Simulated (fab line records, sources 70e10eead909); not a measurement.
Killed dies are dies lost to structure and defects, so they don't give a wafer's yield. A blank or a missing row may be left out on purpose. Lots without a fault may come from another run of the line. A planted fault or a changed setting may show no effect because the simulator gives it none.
Chamber matching | flow nand_harc | NHARC_A_SLIT_DESCUM_14 on rie_diel-12: 4 sister chambers
The step chemistry O2, time 3 s. 8 wafers are shown with their chamber, then 8 later ones without.

WAFERS WITH THEIR CHAMBER
wafer  | chamber | drypump_motor_current_A (A) | oes_product_au (a.u.)
L899.3 | 3       | 6.3                         | 0.998
L905.1 | 3       | 6.2                         | 0.998
L905.2 | 1       | 6.5                         | 0.994
L905.6 | 2       | 5.0                         | 1.018
L908.1 | 0       | 5.9                         | 0.993
L908.4 | 2       | 5.0                         | 1.000
L908.5 | 1       | 6.5                         | 1.000
L910.2 | 0       | 6.0                         | 1.000

WAFERS WITHOUT THEIR CHAMBER
wafer  | drypump_motor_current_A (A) | oes_product_au (a.u.)
L910.3 | 6.2                         | 1.006
L910.5 | 4.9                         | 0.998
L911.3 | 6.5                         | 0.992
L911.5 | 5.0                         | 1.005
L911.6 | 6.2                         | 1.011
L912.2 | 5.0                         | 1.001
L912.4 | 6.2                         | 1.008
L912.5 | 6.5                         | 0.986

WHICH CHAMBER EACH WENT THROUGH
wafer  | from the rows above | in truth
L910.3 | 3                   | 3
L910.5 | 2                   | 2
L911.3 | 1                   | 1
L911.5 | 2                   | 2
L911.6 | 3                   | 3
L912.2 | 2                   | 2
L912.4 | 3                   | 3
L912.5 | 1                   | 1
Placed correctly: 8 of 8. Can't be placed from these rows: 0. Placed wrongly: 0.
How it was worked out, from the rows above alone: a wafer's distance from a chamber is the root of the sum, over the readings, of the square of ((its reading less the chamber's mean) divided by the reading's scatter). The wafer belongs to the nearest chamber; if the next one is less than 2 further off, it can't be placed. A chamber's mean is the mean of its shown wafers. The scatter: the root of (the sum of the squares of (reading less its chamber's mean) over the shown wafers, divided by (wafers less chambers)).
